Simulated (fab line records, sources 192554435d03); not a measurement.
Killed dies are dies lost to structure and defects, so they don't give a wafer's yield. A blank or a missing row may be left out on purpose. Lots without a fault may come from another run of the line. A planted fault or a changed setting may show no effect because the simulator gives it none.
Which tool did it? | flow n5_finfet | 12 lots, 36 wafers sampled, at 3 steps of a route of 1938

WHAT THE GAUGES READ, wafer by wafer
N5_BEOL_M7_CD_MEAS_11: target cd 38.5 nm.
lot  | measured     | on        | cd_nm (nm)
L510 | day 9 09:10  | cd_sem-03 | 38.5 37.9 37.5
L512 | day 9 11:25  | cd_sem-02 | 38.9 38.3 38.3
L513 | day 9 11:42  | cd_sem-01 | 38.6 38.2 38.3
L514 | day 9 23:13  | cd_sem-03 | 38.5 39.1 39.0
L517 | day 10 13:52 | cd_sem-01 | 39.1 38.9 39.4
L518 | day 10 14:17 | cd_sem-01 | 38.2 38.5 38.4
L524 | day 13 01:37 | cd_sem-02 | 38.6 39.2 38.8
L526 | day 13 07:05 | cd_sem-03 | 39.3 38.7 38.1
L529 | day 13 20:02 | cd_sem-03 | 39.3 38.1 38.0
L530 | day 14 00:15 | cd_sem-03 | 39.1 39.1 38.7
L531 | day 14 08:10 | cd_sem-01 | 39.1 38.1 38.6
L532 | day 14 17:08 | cd_sem-02 | 38.3 37.9 37.8

N5_BEOL_M7_INSPECT_13: inspects for defects (brightfield).
lot  | measured     | on                | raw_defect_count
L510 | day 9 09:13  | defect_inspect-02 | 326 345 332
L512 | day 9 11:29  | defect_inspect-01 | 365 325 387
L513 | day 9 11:46  | defect_inspect-02 | 359 295 441
L514 | day 9 23:16  | defect_inspect-01 | 271 276 328
L517 | day 10 13:55 | defect_inspect-01 | 429 401 305
L518 | day 10 14:20 | defect_inspect-02 | 402 478 333
L524 | day 13 01:40 | defect_inspect-01 | 341 270 224
L526 | day 13 07:08 | defect_inspect-02 | 375 289 373
L529 | day 13 20:05 | defect_inspect-02 | 529 434 427
L530 | day 14 00:19 | defect_inspect-01 | 311 510 503
L531 | day 14 08:13 | defect_inspect-02 | 539 487 392
L532 | day 14 17:11 | defect_inspect-02 | 358 491 498

WHICH TOOL RAN EACH LOT (tool, then ch and the chambers of the sampled wafers, then the start)
lot  | N5_BEOL_M7_HM_DEP_02
L510 | pvd_sputter-03, day 9 08:40
L512 | pvd_sputter-03, day 9 10:56
L513 | pvd_sputter-03, day 9 11:13
L514 | pvd_sputter-01, day 9 22:43
L517 | pvd_sputter-02, day 10 13:22
L518 | pvd_sputter-01, day 10 13:47
L524 | pvd_sputter-02, day 13 01:07
L526 | pvd_sputter-02, day 13 06:35
L529 | pvd_sputter-02, day 13 19:32
L530 | pvd_sputter-03, day 13 23:44
L531 | pvd_sputter-02, day 14 07:40
L532 | pvd_sputter-01, day 14 16:38
- N5_BEOL_M7_HM_DEP_02: deposits TiN, target thk 20 nm.

WHAT THE TOOLS THEMSELVES READ (means of the sampled wafers that have a number; where no wafer has one, the mark that the record gives instead)
N5_BEOL_M7_HM_DEP_02.
lot  | tool           | throttle_valve_pct (%)
L510 | pvd_sputter-03 | 31.0
L512 | pvd_sputter-03 | 30.0
L513 | pvd_sputter-03 | 30.6
L514 | pvd_sputter-01 | 31.3
L517 | pvd_sputter-02 | 29.4
L518 | pvd_sputter-01 | 30.7
L524 | pvd_sputter-02 | 29.8
L526 | pvd_sputter-02 | 28.9
L529 | pvd_sputter-02 | 29.8
L530 | pvd_sputter-03 | 30.9
L531 | pvd_sputter-02 | 29.3
L532 | pvd_sputter-01 | 29.4

THE ANSWER, worked out from the rows above alone
Rule: what is usual is taken from the lots themselves. Put in order of their means at a reading, lots are off if they are a third of the lots or fewer, leave a main group of 4 or more, and stand apart from it by a gap of 3 or more times the standard deviation of the main group's means; of several such gaps the widest counts. A main group whose means are all the same, to the digits that the tables above print for the reading, isn't used. A lot without any number at a reading at which 4 lots or more have one is off too. The other lots that the step has rows for count as sound. The gauges are gone through in route order, then the tools' own readings, and for those a lot's mean is taken as printed above. The first step at which some lot is off is used, and at that step the reading that is off furthest; a lot without a number counts as furthest.
No lot is off at any reading shown: from this, nothing can be told.

WHAT THE SIMULATOR HAD PUT IN
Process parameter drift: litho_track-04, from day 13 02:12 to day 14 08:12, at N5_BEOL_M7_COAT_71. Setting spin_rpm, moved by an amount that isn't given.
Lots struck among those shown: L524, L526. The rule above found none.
